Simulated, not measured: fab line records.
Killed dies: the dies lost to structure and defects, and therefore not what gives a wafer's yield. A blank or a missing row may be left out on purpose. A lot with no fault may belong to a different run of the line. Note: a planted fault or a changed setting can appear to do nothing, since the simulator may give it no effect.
A struck lot beside a sound one -- flow nandHarc -- 14 out of 1302 route steps
Sound: wafers L282.1, L282.3, L282.6. Struck: wafer L301.6 (left out: L301.1, L301.3 of the same lot, which were not struck); the cause appears at the end.
Each step with rows lists, per side, the tool, then ch with its chambers, then its first start. Under that, the readings that differ: sound wafers -- struck wafers -- difference of the means -- sigmas: that difference in standard deviations of wafers without a fault.
alike: a reading whose means differ by less than 2 such deviations, as well as words and numbers matching on both sides. not compared: withheld readings; readings where some wafer has no value; bounds like >300 that might hide an equal value; numbers whose values overlap and for which the record gives no deviation.
A row with sigmas, a row that says differs or no value, or rows on one side alone: a step with any of these is where the two part. Numbers that have no deviation but don't overlap get no sigmas and don't part them. Lack of a reading on every wafer of one side parts them only where that side has two or more wafers.

first, 4 steps without rows for these wafers: NHARC_A_WL_FILL_STRIP_28 (strips in post etch residue remover, time 1200 s); NHARC_A_WL_FILL_PRECLEAN_06 (cleans in DIW, time 300 s); NHARC_A_WL_FILL_SRD_07; NHARC_A_WL_FILL_ANNEAL_08 (time 1800 s).
NHARC_A_WL_FILL_ALD_10: deposits SiO2, target thk 50 nm, pulse time 10 s, ald cycles 500.
  sound on aldHk-03 ch 2,3, day 21 04:02; struck on aldHk-03 ch 1, day 29 03:30
reading,sound,struck,difference,sigmas
heaterPowerW (W),464 376 374,523,+118,+2
  alike: precursorPulseHeightRel
NHARC_A_WL_FILL_ETCHBACK_16: etches the open film in C4F8/O2/Ar, target depth 120 nm, time 24 s.
  sound: rieDiel-08 ch 1,3; struck: rieDiel-06 ch 2
  alike: chamberPressureMTorr, oesProductAu, rfVppV
  not compared: rfHoursCounterH
NHARC_A_WL_FILL_STRIP_29: strips in O2, time 20 s.
  sound on rieDiel-08 ch 0,3, day 21 11:47; struck on rieDiel-06 ch 1, day 29 06:11
reading,sound,struck,difference,sigmas
chamberPressureMTorr (mTorr),59.97 59.92 59.90,60.12,+0.19,+3
showerheadPlenumPTorr (Torr),3.55 3.65 3.65,3.37,-0.25,-2
  alike: drypumpMotorCurrentA, o2FlowSccm, oesProductAu, rfVppV, throttleValvePct
  not compared: rfHoursCounterH
NHARC_A_WL_FILL_ETCHBACK_17: etches the open film in Cl2/BCl3, target depth 4 nm, time 26.7 s.
  sound on rieMetal-01 ch 0, day 21 11:54; struck on rieMetal-03 ch 0, day 29 06:17
reading,sound,struck,difference,sigmas
chamberPressureMTorr (mTorr),9.985 9.999 9.991,10.013,+0.021,+2
  alike: drypumpMotorCurrentA, oesProductAu
  not compared: rfHoursCounterH
then, 3 steps without rows for these wafers: NHARC_A_WL_FILL_PRECLEAN_18 (cleans in dHF, time 30 s); NHARC_A_WL_FILL_SRD_21; NHARC_A_WL_FILL_CVD_23 (deposits poly-Si, target thk 40 nm, time 800 s).
NHARC_A_WL_FILL_ETCHBACK_26: etches the open film in HBr, target depth 52 nm, time 13.3 s.
  sound on rieSi-06 ch 0,1,3, day 21 17:07; struck on rieSi-02 ch 0, day 29 11:31
reading,sound,struck,difference,sigmas
oesProductAu (a.u.),1.005 0.989 0.998,0.912,-0.085,-10
  alike: chamberPressureMTorr, drypumpMotorCurrentA, throttleValvePct
  not compared: rfHoursCounterH
then, 1 step without rows for these wafers: NHARC_A_WL_FILL_PRECLEAN_30 (cleans in dHF, time 10 s).
-- jump in the record: it breaks off in module A_WL_FILL and resumes in module END (first step shown: number 1302 of the route), and 4 days separate the struck wafers' starts before and after --
NHARC_END_SORT_01:
  sound on prober-01 ch 0, day 25 05:08; struck on prober-01 ch 0, day 33 05:14
reading,sound,struck,difference,sigmas
killedAtPeriphery,0 2 0,6,+5,+2
  alike: killedAtArray, killedAtOther, killedDies, killedOpen, killedShort

== WHERE THEY PART ==
First at NHARC_A_WL_FILL_ALD_10; last, within this record, at NHARC_END_SORT_01.

WHY: the cause the simulator had injected
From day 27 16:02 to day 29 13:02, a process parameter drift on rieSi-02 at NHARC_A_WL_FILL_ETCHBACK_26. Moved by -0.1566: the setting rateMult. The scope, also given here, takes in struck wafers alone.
